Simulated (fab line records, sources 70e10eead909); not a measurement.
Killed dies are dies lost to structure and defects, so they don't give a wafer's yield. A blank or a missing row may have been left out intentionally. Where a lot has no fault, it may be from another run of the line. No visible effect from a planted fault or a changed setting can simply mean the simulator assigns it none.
Chamber matching :: flow nand harc :: rie diel-01 running NHARC_A_STAIRCASE_TRIM_12: 4 sister chambers
The step chemistry O2, time 211.2 s. 4 wafers are shown with their chamber, then 11 later ones without.

## EACH WAFER AND ITS CHAMBER
wafer: L082.1
chamber: 2
showerhead plenum p Torr (Torr): 3.26

wafer: L081.3
chamber: 1
showerhead plenum p Torr (Torr): 3.45

wafer: L087.5
chamber: 0
showerhead plenum p Torr (Torr): 3.28

wafer: L091.4
chamber: 3
showerhead plenum p Torr (Torr): 3.38

## WAFERS WITH NO CHAMBER GIVEN
wafer: L091.5
showerhead plenum p Torr (Torr): 3.80

wafer: L091.6
showerhead plenum p Torr (Torr): 3.38

wafer: L090.3
showerhead plenum p Torr (Torr): 3.81

wafer: L090.5
showerhead plenum p Torr (Torr): 3.38

wafer: L090.6
showerhead plenum p Torr (Torr): 3.81

wafer: L094.4
showerhead plenum p Torr (Torr): 3.38

wafer: L094.5
showerhead plenum p Torr (Torr): 3.38

wafer: L094.6
showerhead plenum p Torr (Torr): 3.80

wafer: L097.1
showerhead plenum p Torr (Torr): 3.37

wafer: L097.3
showerhead plenum p Torr (Torr): 3.44

wafer: L097.6
showerhead plenum p Torr (Torr): 3.37

## EACH ONE'S CHAMBER
wafer: L091.5
from the rows above: can't be placed: 1 or 3 or 0 or 2
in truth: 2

wafer: L091.6
from the rows above: can't be placed: 3 or 1 or 0 or 2
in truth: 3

wafer: L090.3
from the rows above: can't be placed: 1 or 3 or 0 or 2
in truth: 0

wafer: L090.5
from the rows above: can't be placed: 3 or 1 or 0 or 2
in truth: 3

wafer: L090.6
from the rows above: can't be placed: 1 or 3 or 0 or 2
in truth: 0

wafer: L094.4
from the rows above: can't be placed: 3 or 1 or 0 or 2
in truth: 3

wafer: L094.5
from the rows above: can't be placed: 3 or 1 or 0 or 2
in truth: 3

wafer: L094.6
from the rows above: can't be placed: 1 or 3 or 0 or 2
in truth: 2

wafer: L097.1
from the rows above: can't be placed: 3 or 1 or 0 or 2
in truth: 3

wafer: L097.3
from the rows above: can't be placed: 1 or 3 or 0 or 2
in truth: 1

wafer: L097.6
from the rows above: can't be placed: 3 or 1 or 0 or 2
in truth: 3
0 of 11 placed correctly. These rows do not allow placing 11 (true chamber among the candidates in 11). 0 placed wrongly.
How it was worked out, from the rows above alone: a wafer's distance from a chamber is the root of the sum, over the readings, of the square of ((its reading less the chamber's mean) divided by the reading's scatter). The wafer belongs to the nearest chamber; if the next one is less than 2 further off, it can't be placed. A chamber's mean is the mean of its shown wafers. The scatter: root of mean squared gap, hidden wafer to nearest shown wafer, with one shown wafer a chamber.
